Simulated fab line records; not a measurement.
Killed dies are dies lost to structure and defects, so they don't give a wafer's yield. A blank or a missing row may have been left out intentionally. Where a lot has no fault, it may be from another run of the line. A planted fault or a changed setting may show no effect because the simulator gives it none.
Chamber matching || flow n5-finfet || N5_FIN_CUT_ETCH_20 on rie-diel-01 has 4 sister chambers
The step etches SiARC in CF4, target depth 26 nm, time 43.3 s. 8 wafers are shown with their chamber, then 12 later ones without.

== WAFERS WITH THEIR CHAMBER ==
{"wafer": "L082.5", "chamber": 1, "showerhead-plenum-p-Torr (Torr)": 2.14, "drypump-motor-current-A (A)": 6.1}
{"wafer": "L084.6", "chamber": 2, "showerhead-plenum-p-Torr (Torr)": 2.22, "drypump-motor-current-A (A)": 5.5}
{"wafer": "L089.1", "chamber": 3, "showerhead-plenum-p-Torr (Torr)": 2.05, "drypump-motor-current-A (A)": 6.5}
{"wafer": "L089.2", "chamber": 0, "showerhead-plenum-p-Torr (Torr)": 2.15, "drypump-motor-current-A (A)": 5.7}
{"wafer": "L089.3", "chamber": 1, "showerhead-plenum-p-Torr (Torr)": 2.13, "drypump-motor-current-A (A)": 6.0}
{"wafer": "L089.4", "chamber": 2, "showerhead-plenum-p-Torr (Torr)": 2.22, "drypump-motor-current-A (A)": 5.5}
{"wafer": "L089.5", "chamber": 3, "showerhead-plenum-p-Torr (Torr)": 2.05, "drypump-motor-current-A (A)": 6.5}
{"wafer": "L089.6", "chamber": 0, "showerhead-plenum-p-Torr (Torr)": 2.15, "drypump-motor-current-A (A)": 5.8}

== WAFERS MISSING THEIR CHAMBER ==
{"wafer": "L090.2", "showerhead-plenum-p-Torr (Torr)": 2.15, "drypump-motor-current-A (A)": 5.7}
{"wafer": "L090.3", "showerhead-plenum-p-Torr (Torr)": 2.22, "drypump-motor-current-A (A)": 5.5}
{"wafer": "L090.4", "showerhead-plenum-p-Torr (Torr)": 2.05, "drypump-motor-current-A (A)": 6.5}
{"wafer": "L094.1", "showerhead-plenum-p-Torr (Torr)": 2.13, "drypump-motor-current-A (A)": 6.0}
{"wafer": "L094.2", "showerhead-plenum-p-Torr (Torr)": 2.14, "drypump-motor-current-A (A)": 5.7}
{"wafer": "L094.3", "showerhead-plenum-p-Torr (Torr)": 2.05, "drypump-motor-current-A (A)": 6.5}
{"wafer": "L095.1", "showerhead-plenum-p-Torr (Torr)": 2.05, "drypump-motor-current-A (A)": 6.4}
{"wafer": "L095.4", "showerhead-plenum-p-Torr (Torr)": 2.13, "drypump-motor-current-A (A)": 6.1}
{"wafer": "L095.5", "showerhead-plenum-p-Torr (Torr)": 2.05, "drypump-motor-current-A (A)": 6.5}
{"wafer": "L096.3", "showerhead-plenum-p-Torr (Torr)": 2.14, "drypump-motor-current-A (A)": 5.7}
{"wafer": "L096.5", "showerhead-plenum-p-Torr (Torr)": 2.21, "drypump-motor-current-A (A)": 5.5}
{"wafer": "L096.6", "showerhead-plenum-p-Torr (Torr)": 2.05, "drypump-motor-current-A (A)": 6.4}

== WHICH CHAMBER EACH WENT THROUGH ==
{"wafer": "L090.2", "from the rows above": 0, "in truth": 0}
{"wafer": "L090.3", "from the rows above": 2, "in truth": 2}
{"wafer": "L090.4", "from the rows above": 3, "in truth": 3}
{"wafer": "L094.1", "from the rows above": 1, "in truth": 1}
{"wafer": "L094.2", "from the rows above": 0, "in truth": 0}
{"wafer": "L094.3", "from the rows above": 3, "in truth": 3}
{"wafer": "L095.1", "from the rows above": 3, "in truth": 3}
{"wafer": "L095.4", "from the rows above": 1, "in truth": 1}
{"wafer": "L095.5", "from the rows above": 3, "in truth": 3}
{"wafer": "L096.3", "from the rows above": 0, "in truth": 0}
{"wafer": "L096.5", "from the rows above": 2, "in truth": 2}
{"wafer": "L096.6", "from the rows above": 3, "in truth": 3}
Correctly placed: 12 of 12. From these rows, 0 cannot be placed. Wrongly placed: 0.
How it was worked out, from the rows above alone: a wafer's distance from a chamber is the root of the sum, over the readings, of the square of ((its reading less the chamber's mean) divided by the reading's scatter). The wafer belongs to the nearest chamber; if the next one is less than 2 further off, it can't be placed. The mean given for a chamber averages the wafers shown for that chamber. The scatter is the square root of a quotient: the sum, over the shown wafers, of each reading's squared deviation from its chamber's mean, divided by wafers minus chambers.
